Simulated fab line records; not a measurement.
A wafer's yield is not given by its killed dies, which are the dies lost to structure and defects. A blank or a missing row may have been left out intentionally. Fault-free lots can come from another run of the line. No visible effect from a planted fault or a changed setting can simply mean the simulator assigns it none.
Chamber matching | flow n5_finfet | 4 sister chambers for N5_BEOL_M10_STRIP_36 on rie_diel-06
The step strips in N2/H2. 4 wafers are shown with their chamber, then 10 later ones without.

WAFERS PAIRED WITH THEIR CHAMBERS
wafer  | chamber | showerhead_plenum_p_Torr (Torr)
L082.6 | 1       | 2.46
L084.1 | 2       | 2.67
L085.2 | 3       | 2.58
L085.3 | 0       | 2.69

WAFERS MISSING THEIR CHAMBER
wafer  | showerhead_plenum_p_Torr (Torr)
L085.6 | 2.68
L086.2 | 2.68
L086.3 | 2.67
L086.4 | 2.58
L087.1 | 2.45
L087.2 | 2.66
L087.6 | 2.45
L091.3 | 2.45
L091.4 | 2.68
L091.6 | 2.58

EACH ONE'S CHAMBER
wafer  | from the rows above     | in truth
L085.6 | can't be placed: 0 or 2 | 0
L086.2 | can't be placed: 0 or 2 | 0
L086.3 | 2                       | 2
L086.4 | 3                       | 3
L087.1 | 1                       | 1
L087.2 | 2                       | 2
L087.6 | 1                       | 1
L091.3 | 1                       | 1
L091.4 | can't be placed: 0 or 2 | 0
L091.6 | 3                       | 3
7 of 10 placed correctly. These rows do not allow placing 3 (true chamber among the candidates in 3). Number placed wrongly: 0.
How it was worked out, from the rows above alone: a wafer's distance from a chamber is the root of the sum, over the readings, of the square of ((its reading less the chamber's mean) divided by the reading's scatter). The wafer belongs to the nearest chamber; if the next one is less than 2 further off, it can't be placed. The mean given for a chamber averages the wafers shown for that chamber. The scatter: with one shown wafer a chamber, the root of the mean of the squares of how far each hidden wafer lies from its nearest shown one.
